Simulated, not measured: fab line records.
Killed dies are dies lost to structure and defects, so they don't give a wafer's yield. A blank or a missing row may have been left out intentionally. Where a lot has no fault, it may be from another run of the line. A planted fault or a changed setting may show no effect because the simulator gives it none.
Matching of chambers	flow nandHarc	NHARC_A_CONTACT_DEP_29 on pecvd-04 has 3 sister chambers
The step deposits SiON, target thk 100 nm. 3 wafers are shown with their chamber, then 8 later ones without.

## EACH WAFER AND ITS CHAMBER
wafer	chamber	heaterPowerW (W)
L083.5	2	700
L083.6	0	810
L084.2	1	564

## WAFERS WITH NO CHAMBER GIVEN
wafer	heaterPowerW (W)
L084.3	706
L084.6	768
L090.3	556
L090.5	691
L090.6	723
L097.2	804
L097.3	657
L097.6	670

## EACH ONE'S CHAMBER
wafer	from the rows above	in truth
L084.3	2	2
L084.6	can't be placed: 0 or 2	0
L090.3	1	1
L090.5	2	2
L090.6	2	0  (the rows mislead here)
L097.2	0	0
L097.3	can't be placed: 2 or 1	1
L097.6	2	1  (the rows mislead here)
Placed correctly: 4 of 8. From these rows, 2 cannot be placed; in 2 the true chamber is one of the candidates. Wrongly placed: 2.
How it was worked out, from the rows above alone: a wafer's distance from a chamber is the root of the sum, over the readings, of the square of ((its reading less the chamber's mean) divided by the reading's scatter). If the next closest chamber is less than 2 further off than the closest, the wafer can't be placed; otherwise it belongs to the closest. Each chamber's mean is taken over the wafers shown for it. The scatter: root of mean squared gap, hidden wafer to nearest shown wafer, with one shown wafer a chamber.
